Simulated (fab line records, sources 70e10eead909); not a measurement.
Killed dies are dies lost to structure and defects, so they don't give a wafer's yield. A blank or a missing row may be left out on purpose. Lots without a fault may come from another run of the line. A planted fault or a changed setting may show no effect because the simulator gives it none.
Tool commonality check | flow nand_harc | 12 lots, 42 wafers sampled

WHY IT WAS OPENED
At NHARC_A_ONON_D1_THK_MEAS_05 the reading thk_nm is flagged on 2 of 12 lots. Wafers without a fault read 1001 nm, standard deviation 8.4.
Rule: a lot is flagged when every wafer of it that has a number lies more than 4 standard deviations from that mean, or none has a number. The other lots count as sound.

lot  | measured     | on            | thk_nm (nm), wafer by wafer | flag
L657 | day 7 23:37  | film_metro-02 | 1006 1007 1007              |
L660 | day 7 23:41  | film_metro-02 | 994 992 992                 |
L661 | day 8 11:43  | film_metro-02 | 984 982 983                 |
L664 | day 9 09:54  | film_metro-02 | 1000 1001 1001              |
L666 | day 9 20:05  | film_metro-01 | 622 623 622 621 622 623     | FLAGGED
L672 | day 10 19:14 | film_metro-01 | 996 996 995                 |
L668 | day 10 19:22 | film_metro-02 | 626 625 626 625 624 625     | FLAGGED
L674 | day 11 18:31 | film_metro-02 | 1001 1002 1003              |
L676 | day 12 03:16 | film_metro-01 | 1015 1016 1015              |
L677 | day 12 03:17 | film_metro-02 | 1010 1009 1009              |
L678 | day 12 20:10 | film_metro-02 | 1004 1003 1005              |
L680 | day 13 07:13 | film_metro-01 | 1001 1001 1000              |
The numbers of the flagged lots are 624 nm on average: -377 nm against the usual, or -45 standard deviations.

WHICH TOOL RAN EACH LOT
The record holds 2 process steps before the reading, out of a route of 1159 steps. In each cell: the tool, then ch and the chambers that the sampled wafers went through, then the start.
lot  | flag    | NHARC_A_ZERO_WELL_DESCUM_12        | NHARC_A_ONON_D1_DEP_03
L657 |         | rie_diel-11 ch 1,2,3, day 6 22:34  | pecvd_onon-03 ch 0, day 7 23:07
L660 |         | rie_diel-11 ch 0,3, day 7 01:31    | pecvd_onon-01 ch 0, day 7 23:10
L661 |         | rie_diel-04 ch 0,1,3, day 7 11:58  | pecvd_onon-01 ch 0, day 8 11:12
L664 |         | rie_diel-11 ch 0,1,3, day 8 11:13  | pecvd_onon-03 ch 0, day 9 09:27
L666 | FLAGGED | rie_diel-11 ch 1,2,3, day 8 20:52  | pecvd_onon-03 ch 0, day 9 19:34
L672 |         | rie_diel-07 ch 1,2, day 9 18:51    | pecvd_onon-04 ch 0, day 10 18:50
L668 | FLAGGED | rie_diel-11 ch 0,1,3, day 9 17:07  | pecvd_onon-03 ch 0, day 10 18:52
L674 |         | rie_diel-11 ch 0,2,3, day 10 19:35 | pecvd_onon-01 ch 0, day 11 18:04
L676 |         | rie_diel-04 ch 0,3, day 11 06:07   | pecvd_onon-04 ch 0, day 12 02:49
L677 |         | rie_diel-07 ch 0,3, day 11 07:53   | pecvd_onon-01 ch 0, day 12 02:50
L678 |         | rie_diel-04 ch 0,1,3, day 11 18:53 | pecvd_onon-04 ch 0, day 12 19:39
L680 |         | rie_diel-07 ch 1,2, day 12 06:46   | pecvd_onon-01 ch 0, day 13 06:42
What these steps do:
- NHARC_A_ZERO_WELL_DESCUM_12: chemistry O2, time 3 s.
- NHARC_A_ONON_D1_DEP_03: target thk 1000 nm.
- NHARC_A_ONON_D1_THK_MEAS_05: measures by ellipsometry.

FLAGGED OVER TOTAL, TOOL BY TOOL (the gauges that took the reading come last)
step                        | tool          | lots run | flagged | share of the flagged lots | sound lots run after its first flagged lot
NHARC_A_ZERO_WELL_DESCUM_12 | rie_diel-04   | 3        | 0       | none                      | -
NHARC_A_ZERO_WELL_DESCUM_12 | rie_diel-07   | 3        | 0       | none                      | -
NHARC_A_ZERO_WELL_DESCUM_12 | rie_diel-11   | 6        | 2       | all                       | 1 (L674)
NHARC_A_ONON_D1_DEP_03      | pecvd_onon-01 | 5        | 0       | none                      | -
NHARC_A_ONON_D1_DEP_03      | pecvd_onon-03 | 4        | 2       | all                       | 0
NHARC_A_ONON_D1_DEP_03      | pecvd_onon-04 | 3        | 0       | none                      | -
NHARC_A_ONON_D1_THK_MEAS_05 | film_metro-01 | 4        | 1       | some                      | 3 (L672,L676,L680)
NHARC_A_ONON_D1_THK_MEAS_05 | film_metro-02 | 8        | 1       | some                      | 3 (L674,L677,L678)

WHAT THE TABLE ALLOWS
2 rows of the table ran every flagged lot: rie_diel-11 at NHARC_A_ZERO_WELL_DESCUM_12, pecvd_onon-03 at NHARC_A_ONON_D1_DEP_03.
- rie_diel-11 at NHARC_A_ZERO_WELL_DESCUM_12: 2 of its 6 lots flagged. Sound lots ran on it after the first flagged one (L674), which a lasting fault on the whole tool wouldn't allow.
- pecvd_onon-03 at NHARC_A_ONON_D1_DEP_03: 2 of its 4 lots flagged. Its last sound lot is L664 (day 9 09:27), its first flagged lot L666 (day 9 19:34): a fault that began between those two fits.
One tool is left: pecvd_onon-03 at NHARC_A_ONON_D1_DEP_03.

WHAT THE SIMULATOR HAD PUT IN
Process parameter drift: pecvd_onon-03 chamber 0, from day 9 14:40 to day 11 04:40, at NHARC_A_ONON_D1_DEP_03. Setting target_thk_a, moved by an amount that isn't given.
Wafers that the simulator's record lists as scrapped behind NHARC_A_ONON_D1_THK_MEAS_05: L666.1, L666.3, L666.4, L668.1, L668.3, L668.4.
Lots struck among those shown: L666, L668. The rule above found the same.
